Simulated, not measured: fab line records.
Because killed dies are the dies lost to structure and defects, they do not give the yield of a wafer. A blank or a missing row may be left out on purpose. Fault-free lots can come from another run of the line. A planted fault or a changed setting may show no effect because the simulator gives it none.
Chamber matching :: flow n5Finfet :: aldHk-01 running N5_HKMG_FIN_ALD_74: 4 sister chambers
The step deposits La2O3, target thk 0.5 nm, pulse time 6 s, co reactant pulse time 1 s. 8 wafers are shown with their chamber, then 11 later ones without.

## WAFERS WITH THEIR CHAMBER
wafer: L083.5
chamber: 1
heaterPowerOuterW (W): 185
heaterPowerW (W): 335

wafer: L085.2
chamber: 1
heaterPowerOuterW (W): 190
heaterPowerW (W): 335

wafer: L085.6
chamber: 0
heaterPowerOuterW (W): 165
heaterPowerW (W): 316

wafer: L087.3
chamber: 3
heaterPowerOuterW (W): 162
heaterPowerW (W): 306

wafer: L089.2
chamber: 0
heaterPowerOuterW (W): 169
heaterPowerW (W): 316

wafer: L089.3
chamber: 2
heaterPowerOuterW (W): 186
heaterPowerW (W): 345

wafer: L089.6
chamber: 2
heaterPowerOuterW (W): 182
heaterPowerW (W): 347

wafer: L091.1
chamber: 3
heaterPowerOuterW (W): 161
heaterPowerW (W): 313

## WAFERS WHOSE CHAMBER IS MISSING
wafer: L091.4
heaterPowerOuterW (W): 168
heaterPowerW (W): 314

wafer: L091.6
heaterPowerOuterW (W): 161
heaterPowerW (W): 321

wafer: L092.3
heaterPowerOuterW (W): 181
heaterPowerW (W): 353

wafer: L092.4
heaterPowerOuterW (W): 185
heaterPowerW (W): 333

wafer: L092.6
heaterPowerOuterW (W): 182
heaterPowerW (W): 354

wafer: L096.1
heaterPowerOuterW (W): 163
heaterPowerW (W): 318

wafer: L096.2
heaterPowerOuterW (W): 167
heaterPowerW (W): 328

wafer: L096.3
heaterPowerOuterW (W): 188
heaterPowerW (W): 347

wafer: L097.1
heaterPowerOuterW (W): 180
heaterPowerW (W): 346

wafer: L097.2
heaterPowerOuterW (W): 187
heaterPowerW (W): 334

wafer: L097.4
heaterPowerOuterW (W): 159
heaterPowerW (W): 311

## CHAMBER TAKEN BY EACH
wafer: L091.4
from the rows above: 0
in truth: 0

wafer: L091.6
from the rows above: can't be placed: 0 or 3
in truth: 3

wafer: L092.3
from the rows above: 2
in truth: 2

wafer: L092.4
from the rows above: 1
in truth: 1

wafer: L092.6
from the rows above: 2
in truth: 2

wafer: L096.1
from the rows above: can't be placed: 0 or 3
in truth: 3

wafer: L096.2
from the rows above: 0
in truth: 0

wafer: L096.3
from the rows above: 2
in truth: 2

wafer: L097.1
from the rows above: 2
in truth: 2

wafer: L097.2
from the rows above: 1
in truth: 1

wafer: L097.4
from the rows above: 3
in truth: 3
Correct placement for 9 of the 11. Unplaceable from these rows: 2, with the true chamber sitting among the candidates in 2. 0 placed wrongly.
How it was worked out, from the rows above alone: a wafer's distance from a chamber is the root of the sum, over the readings, of the square of ((its reading less the chamber's mean) divided by the reading's scatter). If the next closest chamber is less than 2 further off than the closest, the wafer can't be placed; otherwise it belongs to the closest. The mean given for a chamber averages the wafers shown for that chamber. The scatter is the square root of a quotient: the sum, over the shown wafers, of each reading's squared deviation from its chamber's mean, divided by wafers minus chambers.
